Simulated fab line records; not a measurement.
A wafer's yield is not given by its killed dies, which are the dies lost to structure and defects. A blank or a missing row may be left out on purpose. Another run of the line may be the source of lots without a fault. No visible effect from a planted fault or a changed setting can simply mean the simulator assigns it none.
Which tool did it?	flow n5Finfet	22 lots, 66 wafers sampled, at 3 steps of a route of 1938

## WHAT EACH GAUGE READ, for each wafer
N5_BEOL_M10_CD_MEAS_18: pitch 140 nm, target cd 70 nm.
lot	measured	on	cdNm (nm)
L074	day 11 16:08	cdSem-02	70.3 70.3 69.8
L075	day 13 00:02	cdSem-01	70.7 70.1 70.6
L076	day 13 04:55	cdSem-03	70.0 69.8 68.9
L077	day 13 13:26	cdSem-03	69.9 69.8 70.6
L078	day 13 22:25	cdSem-03	70.0 70.3 70.2
L080	day 14 05:55	cdSem-02	70.7 69.8 69.8
L081	day 14 10:14	cdSem-01	70.0 70.0 69.8
L083	day 14 15:35	cdSem-01	69.7 70.2 69.9
L082	day 14 19:02	cdSem-01	70.2 70.3 70.1
L084	day 14 20:31	cdSem-01	70.5 70.0 69.7
L085	day 15 08:08	cdSem-02	69.8 69.0 70.2
L086	day 15 08:58	cdSem-03	70.2 69.7 69.2
L088	day 15 23:36	cdSem-01	69.3 69.4 70.0
L087	day 16 04:42	cdSem-02	70.0 70.6 70.5
L089	day 16 10:42	cdSem-02	70.1 69.7 69.1
L090	day 16 10:52	cdSem-01	70.0 70.9 70.4
L091	day 16 14:05	cdSem-03	69.4 70.1 70.4
L093	day 16 16:12	cdSem-01	68.5 69.2 69.5
L097	day 17 22:10	cdSem-02	70.0 69.4 69.9
L096	day 17 22:38	cdSem-02	69.3 69.9 69.5
L079	day 17 22:52	cdSem-03	69.7 70.4 71.2
L095	day 18 22:17	cdSem-03	71.5 71.1 71.0

## WHAT TOOL EACH LOT RAN ON (gives the tool, then ch and the chambers of the sampled wafers, and finally the start)
lot	N5_BEOL_M10_ILD_DEP_00	N5_BEOL_M10_ETCH_62
L074	pecvd-03 ch 0,2, day 11 11:40	rieDiel-04 ch 2,3, day 11 15:44
L075	pecvd-03 ch 1,2, day 12 19:57	rieDiel-02 ch 1,2, day 12 23:40
L076	pecvd-02 ch 1,2, day 13 02:13	rieDiel-05 ch 2,3, day 13 04:31
L077	pecvd-02 ch 0,1, day 13 10:35	rieDiel-04 ch 2,3, day 13 13:04
L078	pecvd-03 ch 0,1,2, day 13 19:58	rieDiel-02 ch 0,2,3, day 13 21:52
L080	pecvd-03 ch 0,2, day 14 02:50	rieDiel-04 ch 0,3, day 14 05:28
L081	pecvd-02 ch 0,1,2, day 14 07:50	rieDiel-02 ch 0,1,3, day 14 09:52
L083	pecvd-02 ch 0,1, day 14 11:42	rieDiel-02 ch 2,3, day 14 15:13
L082	pecvd-02 ch 0,2, day 14 16:04	rieDiel-04 ch 0,1,2, day 14 18:38
L084	pecvd-02 ch 0,1, day 14 18:17	rieDiel-05 ch 0,1, day 14 20:08
L085	pecvd-01 ch 1,2, day 15 05:25	rieDiel-02 ch 0,1,3, day 15 07:46
L086	pecvd-03 ch 0,1, day 15 07:15	rieDiel-04 ch 2,3, day 15 08:36
L088	pecvd-03 ch 0,2, day 15 20:39	rieDiel-04 ch 2,3, day 15 23:13
L087	pecvd-02 ch 0,1, day 16 01:11	rieDiel-02 ch 0,1,3, day 16 04:18
L089	pecvd-02 ch 0,1, day 16 04:02	rieDiel-05 ch 1,2,3, day 16 10:20
L090	pecvd-02 ch 0,1,2, day 16 05:38	rieDiel-04 ch 0,1, day 16 10:29
L091	pecvd-02 ch 0,1,2, day 16 12:15	rieDiel-02 ch 0,1, day 16 13:42
L093	pecvd-03 ch 1,2, day 16 12:47	rieDiel-05 ch 0,1, day 16 15:32
L097	pecvd-01 ch 0,2, day 17 18:40	rieDiel-04 ch 0,2, day 17 21:47
L096	pecvd-01 ch 0,1,2, day 17 18:54	rieDiel-04 ch 2,3, day 17 22:14
L079	pecvd-03 ch 0,1,2, day 17 19:46	rieDiel-02 ch 0,3, day 17 22:30
L095	pecvd-02 ch 0,1,2, day 18 19:01	rieDiel-02 ch 1,3, day 18 21:53
- N5_BEOL_M10_ILD_DEP_00: deposits SiCOH lowk from DEMS/porogen, target thk 308.51 nm, time 58 s.
- N5_BEOL_M10_ETCH_62: etches SOC in N2/H2, target depth 110 nm, overetch 22 nm, time 165 s.

## AS READ BY THE TOOLS THEMSELVES (means over the sampled wafers that have a number; for cases with no such wafer, the mark the record gives instead)
N5_BEOL_M10_ILD_DEP_00.
lot	tool	heaterPowerW (W)	showerheadPlenumPTorr (Torr)	susceptorTempC (C)	throttleValvePct (%)
L074	pecvd-03	321	5.751	299.92	13.5
L075	pecvd-03	341	5.752	300.07	13.0
L076	pecvd-02	377	5.722	299.95	13.8
L077	pecvd-02	331	5.728	299.93	13.9
L078	pecvd-03	303	5.737	299.88	13.6
L080	pecvd-03	346	5.739	299.93	13.2
L081	pecvd-02	378	5.727	300.07	13.9
L083	pecvd-02	321	5.714	299.90	13.9
L082	pecvd-02	362	5.722	299.89	13.8
L084	pecvd-02	326	5.712	300.03	13.9
L085	pecvd-01	365	5.725	299.97	14.0
L086	pecvd-03	262	5.750	299.73	13.9
L088	pecvd-03	332	5.739	300.03	13.4
L087	pecvd-02	323	5.724	300.09	14.2
L089	pecvd-02	312	5.722	300.00	14.1
L090	pecvd-02	359	5.724	299.84	13.7
L091	pecvd-02	383	5.730	300.10	14.0
L093	pecvd-03	314	5.750	300.06	13.7
L097	pecvd-01	322	5.735	300.07	12.7
L096	pecvd-01	332	5.733	300.04	13.5
L079	pecvd-03	335	5.747	299.91	13.4
L095	pecvd-02	358	5.729	299.88	13.4

N5_BEOL_M10_ETCH_62.
lot	tool	drypumpMotorCurrentA (A)	oesProductAu (a.u.)	rfVppV (V)	showerheadPlenumPTorr (Torr)	tempC (C)	throttleValvePct (%)
L074	rieDiel-04	5.6	0.58	524.6	2.58	40.15	17.99
L075	rieDiel-02	5.2	0.59	523.3	2.52	40.07	18.14
L076	rieDiel-05	5.6	0.60	524.3	2.59	40.03	17.79
L077	rieDiel-04	5.9	0.67	523.7	2.54	39.94	17.80
L078	rieDiel-02	5.6	0.69	523.9	2.55	40.00	17.89
L080	rieDiel-04	5.5	0.78	524.9	2.57	40.01	17.62
L081	rieDiel-02	5.9	0.67	524.7	2.55	39.97	17.84
L083	rieDiel-02	5.5	0.71	524.4	2.57	39.99	17.88
L082	rieDiel-04	5.9	0.71	523.8	2.53	40.03	17.58
L084	rieDiel-05	6.2	0.63	523.3	2.51	40.00	17.77
L085	rieDiel-02	5.9	0.67	524.2	2.55	39.95	17.86
L086	rieDiel-04	6.0	0.65	524.2	2.53	40.01	17.83
L088	rieDiel-04	5.6	0.70	524.8	2.56	40.02	17.77
L087	rieDiel-02	5.9	0.66	523.8	2.55	40.10	17.87
L089	rieDiel-05	5.8	0.69	523.2	2.52	39.98	17.57
L090	rieDiel-04	5.5	0.75	524.5	2.56	40.02	17.47
L091	rieDiel-02	6.0	0.63	523.6	2.53	39.93	17.89
L093	rieDiel-05	6.3	0.61	522.6	2.50	40.08	17.79
L097	rieDiel-04	6.1	0.76	521.9	2.49	40.01	17.50
L096	rieDiel-04	5.7	0.76	525.4	2.56	40.07	17.65
L079	rieDiel-02	6.1	0.67	523.7	2.56	40.12	17.81
L095	rieDiel-02	5.8	0.75	523.6	2.55	40.00	17.72

## THE ANSWER, worked out from the rows above alone
Rule: the lots themselves supply what counts as usual. The widest of any qualifying gaps counts: lots, ordered by their means at a reading, are off when they make up no more than a third of the lots, leave a main group of 4 or more, and stand apart from it by 3 or more times the standard deviation of that group's means. The tables above print the reading to a certain number of digits; a main group whose means all agree to those digits is not used. Also off: a lot with no number at a reading for which 4 or more lots have one. The other lots that the step has rows for count as sound. The gauges are gone through in route order, then the tools' own readings, and for those a lot's mean is taken as printed above. The first step at which some lot is off is used, and at that step the reading that is off furthest; a lot without a number counts as furthest.
No lot is off on any of the readings shown, so nothing can be concluded from this.

## WHAT THE SIMULATOR PUT IN
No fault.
